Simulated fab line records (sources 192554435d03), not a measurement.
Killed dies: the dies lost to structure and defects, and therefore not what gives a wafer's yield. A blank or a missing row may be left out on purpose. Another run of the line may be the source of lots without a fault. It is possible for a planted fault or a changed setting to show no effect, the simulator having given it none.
fab line records	flow n5Finfet
[record] lots = 7	wafers = 39
route steps=1938 shown BEOL_M9@1417 BEOL_M12@1637 BEOL_M13@1706
startH: hours from the record's first day to the start of the lot's first wafer shown	waitH: hours elapsed since this lot's preceding step	" as in the row above	L1.1+2: one row covering several wafers at once	- no value present, or no start provided	* or withheld: withheld	< > ~ a bound
route shown NAME@n: NAME is a module with steps in the file, n the number in the route of the first one	usual: average and standard deviation across the fault-free wafers	same: alike in all rows	chamber/n: place in a boat	sites: each site's reading	_std_site: standard deviation of those values	_edge_site: mean of outer sites minus mean of inner sites	radiusMm: for every site, how far away it sits from the centre of the wafer	mask NAME#n: copy n	behind: the tool/chamber that last shaped the wafer	hold: the reason the lot was held/the length of the hold in hours/how it ended	device: whichever transistor did not switch (one of n, p or np)	end of line: the same wafers' tests at the end of the route	a step with no rows: only its recipe	killed: the dies lost at the first sort to structure and to defects; this is not the yield of the wafer	map: a wafer's dies, marking killed ones x, the rest . and places with no die _
set.NAME: setting as actually run; set.NAME@STEP: the setting as run at that earlier step	model.NAME: the simulator's own value behind a step, which no gauge read
lots run with intentionally changed settings; tables by step, rows by wafer
[[steps]]
[step N5_BEOL_M9_DESCUM_16]
[recipe] chemistry = O2	timeS = 7.9	sourcePowerW = 50	biasPowerW = 20	pressureMtorr = 20	rfFrequencyHz = 2.712e+07	tempC = 40	resist = CAR-ArF	o2FlowSccm = 225
lot.wafer	tool	chamber	startH	waitH	set.timeS	model.CAR-ArF_of_BEOL_M9_COAT_05.thkNm
L074.1	rieDiel-06	1	284.33	0.0	7.9	83.8
L074.2+4	"	3,2	"	"	7.9	83.6
L074.3	"	0	"	"	4.829	86
L074.5+6	"	0,1	"	"	4.829	85.8
L082.1	rieDiel-05	2	326.49	0.0	7.9	83.6
L082.2+6	"	1	"	"	7.9	84
L082.3+4+5	"	0,3,2	"	"	7.9	83.8
L079.1	rieDiel-02	0	331.17	0.0	5.44	84.6
L079.2+3	"	3,1	"	"	5.44	85
L079.4	"	2	"	"	7.9	83.4
L079.5	"	2	"	"	7.9	83.2
L079.6	"	1	"	"	7.9	83.6
L086.1+3	rieDiel-06	2,0	345.71	0.3	7.9	83.6
L086.6	"	1	"	"	7.9	83.4
L081.1	rieDiel-02	1	364.47	0.0	7.9	84
L081.2	"	0	"	"	5.657	85
L081.3	"	2	"	"	5.657	85.4
L081.4	"	3	"	"	5.657	85.2
L081.5+6	"	0,3	"	"	7.9	83.8
L091.1+6	rieDiel-06	3,2	404.87	0.0	5.267	85.2
L091.2+4	"	2,1	"	"	7.9	83.8
L091.3	"	1	"	"	5.267	85.4
L091.5	"	3	"	"	7.9	83.6
L094.1+3	rieDiel-06	1,2	409.99	0.0	7.9	83.6
L094.2+6	"	3	"	"	4.007	85.8
L094.4	"	1	"	"	7.9	83.8
L094.5	"	2	"	"	4.007	86.2
[step N5_BEOL_M9_ETCH_61]
[recipe] chemistry = CF4	target = SiARC	targetDepthA = 390	maskMaterial = CAR-ArF	timeS = 65	ionEnergyEv = 80	pressureMtorr = 40	sourceW = 545	biasW = 36	Ar_flow_sccm = 100	cf4FlowSccm = 100	ends = cleared
lot.wafer	tool	chamber	startH	waitH	set.timeS@BEOL_M9_DESCUM_16	model.CAR-ArF_of_BEOL_M9_COAT_05.thkNm
L074.1+4	rieDiel-06	1,2	284.37	0.0	7.9	55.6
L074.2	"	3	"	"	7.9	55.4
L074.3	"	0	"	"	4.829	58
L074.5+6	"	0,1	"	"	4.829	57.8
L082.1	rieDiel-05	2	326.53	0.0	7.9	55.4
L082.2+3+5	"	1,0,2	"	"	7.9	55.8
L082.4	"	3	"	"	7.9	55.6
L082.6	"	1	"	"	7.9	56
L079.1	rieDiel-02	0	331.20	0.0	5.44	56.6
L079.2+3	"	3,1	"	"	5.44	57
L079.4	"	2	"	"	7.9	55.2
L079.5	"	2	"	"	7.9	55.4
L079.6	"	1	"	"	7.9	55.6
L086.1+3	rieDiel-06	2,0	345.74	0.0	7.9	55.6
L086.6	"	1	"	"	7.9	55.4
L081.1+6	rieDiel-02	1,3	364.51	0.0	7.9	55.8
L081.2	"	0	"	"	5.657	57
L081.3	"	2	"	"	5.657	57.4
L081.4	"	3	"	"	5.657	57.2
L081.5	"	0	"	"	7.9	55.6
L091.1	rieDiel-06	3	404.91	0.0	5.267	57
L091.2+4	"	2,1	"	"	7.9	55.6
L091.3	"	1	"	"	5.267	57.4
L091.5	"	3	"	"	7.9	55.4
L091.6	"	2	"	"	5.267	57.2
L094.1+3	rieDiel-06	1,2	410.02	0.0	7.9	55.8
L094.2	"	3	"	"	4.007	57.8
L094.4	"	1	"	"	7.9	56
L094.5	"	2	"	"	4.007	58.2
L094.6	"	3	"	"	4.007	58
[step N5_BEOL_M12_ETCH_68]
[recipe] chemistry = N2/H2	target = SOC	maskMaterial = SiARC	sourceW = 3000	biasW = 350	tempC = 40	timeS = 285	ionEnergyEv = 200	pressureMtorr = 30	n2FlowSccm = 200	h2FlowSccm = 200
lot.wafer	tool	chamber	startH	waitH	set.timeS	model.SiARC_of_BEOL_M12_COAT_66.thkNm
L074.1+3	rieDiel-03	2,1	311.28	0.1	285	86.8
L074.2+5	"	3,2	"	"	353.9	81.2
L074.4	"	1	"	"	285	86.4
L074.6	"	3	"	"	353.9	80.8
L082.1	rieDiel-01	0	360.95	0.1	285	85.4
L082.2+3	"	1,3	"	"	210	92
L082.4	"	2	"	"	285	86.2
L082.5	"	2	"	"	210	92.6
L082.6	"	3	"	"	285	86
L079.1	rieDiel-04	0	366.22	0.1	285	86.4
L079.2	"	3	"	"	285	86
L079.3	"	2	"	"	362.1	79
L079.4	"	1	"	"	362.1	79.4
L079.5	"	1	"	"	285	86.2
L079.6	"	0	"	"	362.1	79.8
L086.1	rieDiel-04	1	388.39	0.1	285	86.4
L086.3	"	0	"	"	285	85.6
L086.6	"	0	"	"	285	86.2
L081.1	rieDiel-03	3	393.84	0.1	285	86.8
L081.2+6	"	1	"	"	285	86
L081.3	"	0	"	"	285	85
L081.4	"	0	"	"	285	84.8
L081.5	"	3	"	"	285	86.4
L091.1	rieDiel-03	2	431.39	0.1	285	84.8
L091.2	"	3	"	"	426.6	74.8
L091.3	"	0	"	"	426.6	72.8
L091.4+5	"	1	"	"	285	86
L091.6	"	2	"	"	426.6	72.6
L094.1	rieDiel-03	2	438.87	0.1	418.6	74
L094.2	"	0	"	"	418.6	73.8
L094.3	"	1	"	"	285	86.4
L094.4	"	3	"	"	285	87
L094.5	"	2	"	"	285	85.2
L094.6	"	3	"	"	418.6	76.2
[step N5_BEOL_M13_SPUTTER_44]
[recipe] material = Ta	targetThkA = 100	tempC = 50	biasV = 80	powerW = 15000	chamberPressurePa = 0.07	timeS = 16.13
lot.wafer	tool	chamber	startH	waitH	set.timeS	model.Ta_of_BEOL_M13_SPUTTER_44.thkNm
L074.1+4	pvdSputter-03	-	324.98	0.0	16.13	9.8
L074.2+3+6	"	-	"	"	22.49	13.8
L074.5	"	-	"	"	16.13	9.6
L082.1	pvdSputter-03	-	374.51	0.0	16.13	9.8
L082.2	"	-	"	"	16.13	10.2
L082.3	"	-	"	"	20.43	12.6
L082.4+6	"	-	"	"	20.43	12.4
L082.5	"	-	"	"	16.13	10
L079.1+5	pvdSputter-01	-	381.03	0.0	16.13	10
L079.2	"	-	"	"	20.64	12.8
L079.3+4	"	-	"	"	20.64	12.6
L079.6	"	-	"	"	16.13	9.8
L086.1+6	pvdSputter-02	-	396.58	0.0	16.13	10.2
L086.3	"	-	"	"	16.13	10
L081.1+3+5+6	pvdSputter-02	-	401.42	0.0	16.13	9.8
L081.2+4	"	-	"	"	16.13	10
L091.1+5	pvdSputter-02	-	443.02	0.0	16.13	10.2
L091.2	"	-	"	"	7.865	5
L091.3	"	-	"	"	16.13	10
L091.4+6	"	-	"	"	7.865	4.8
L094.1	pvdSputter-01	-	457.88	0.0	16.13	9.8
L094.2+4+5	"	-	"	"	9.459	6
L094.3	"	-	"	"	16.13	10.2
L094.6	"	-	"	"	16.13	10
[step N5_BEOL_M13_SPUTTER_45]
[recipe] material = Cu	targetThkA = 800	tempC = -20	biasV = 60	powerW = 26000	chamberPressurePa = 0.13	timeS = 13.33
[step N5_BEOL_M13_ECD_47]
[recipe] material = Cu	targetThkA = 9360
[step N5_BEOL_M13_ANNEAL_48]
[recipe] tempC = 225	timeS = 90	ambient = N2
[step N5_BEOL_M13_CMP_49]
[recipe] stopOn = SiOC	tOverpolishS = 17.1	downForcePsi = 1	platenRpm = 50	clearingPlatenDownForcePsi = 1.5	clearingPlatenRpm = 50	postCmpClean = cuAlkaline	targetThkNm = 420	clearingPlatenPadVelocityMS = 0.99484	padVelocityMS = 0.99484
[usual] barrierFieldEndpointS = 30.1/0.79
lot.wafer	tool	chamber	startH	waitH	set.timeS@BEOL_M13_SPUTTER_44	barrierFieldEndpointS
L074.1	cmp-03	3	325.69	0.3	16.13	28.9
L074.3	"	0	"	"	22.49	34.9
L074.4	"	1	"	"	16.13	29.9
L074.2	"	2	"	"	22.49	34.2
L074.6	"	3	"	"	22.49	34.2
L074.5	"	0	"	"	16.13	29.5
L082.3	cmp-03	1	375.28	0.2	20.43	35.0
L082.2	"	2	"	"	16.13	30.6
L082.1	"	3	"	"	16.13	29.7
L082.4	"	0	"	"	20.43	34.5
L082.5	"	1	"	"	16.13	30.8
L082.6	"	2	"	"	20.43	33.8
L079.1	cmp-04	0	381.69	0.3	16.13	30.2
L079.4	"	1	"	"	20.64	34.6
L079.2	"	2	"	"	20.64	34.5
L079.3	"	3	"	"	20.64	32.9
L079.6	"	0	"	"	16.13	30.6
L079.5	"	1	"	"	16.13	31.5
L086.1	cmp-01	2	397.27	0.3	16.13	29.2
L086.3	"	3	"	"	16.13	29.7
L086.6	"	1	"	"	16.13	28.9
L081.3	cmp-03	1	402.15	0.2	16.13	29.3
L081.1	"	2	"	"	16.13	30.2
L081.4	"	3	"	"	16.13	28.8
L081.2	"	0	"	"	16.13	29.8
L081.6	"	1	"	"	16.13	29.8
L081.5	"	2	"	"	16.13	29.1
L091.3	cmp-04	2	443.68	0.2	16.13	31.3
L091.1	"	3	"	"	16.13	29.8
L091.2	"	0	"	"	7.865	23.4
L091.4	"	1	"	"	7.865	24.9
L091.6	"	2	"	"	7.865	24.7
L091.5	"	3	"	"	16.13	29.2
L094.1	cmp-04	0	458.54	0.3	16.13	28.9
L094.3	"	1	"	"	16.13	30.7
L094.2	"	2	"	"	9.459	25.4
L094.4	"	3	"	"	9.459	24.1
L094.6	"	0	"	"	16.13	29.0
L094.5	"	1	"	"	9.459	26.1
[[key]]
[split] step = N5_BEOL_M9_DESCUM_16	setting = timeS	stated = 7.9	by = wafer
[response] step = N5_BEOL_M9_DESCUM_16	reading = model.CAR-ArF_of_BEOL_M9_COAT_05.thkNm	change = -0.0486	per = 1%	r = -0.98
[response] step = N5_BEOL_M9_ETCH_61	reading = model.CAR-ArF_of_BEOL_M9_COAT_05.thkNm	change = -0.0496	per = 1%	r = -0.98
[split] step = N5_BEOL_M12_ETCH_68	setting = timeS	stated = 285	by = wafer
[response] step = N5_BEOL_M12_ETCH_68	reading = model.SiARC_of_BEOL_M12_COAT_66.thkNm	change = -0.245	per = 1%	r = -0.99
[split] step = N5_BEOL_M13_SPUTTER_44	setting = timeS	stated = 16.13	by = wafer
[response] step = N5_BEOL_M13_SPUTTER_44	reading = model.Ta_of_BEOL_M13_SPUTTER_44.thkNm	change = +0.0999	per = 1%	r = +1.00
[response] step = N5_BEOL_M13_CMP_49	reading = barrierFieldEndpointS	change = +0.118	per = 1%	r = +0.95
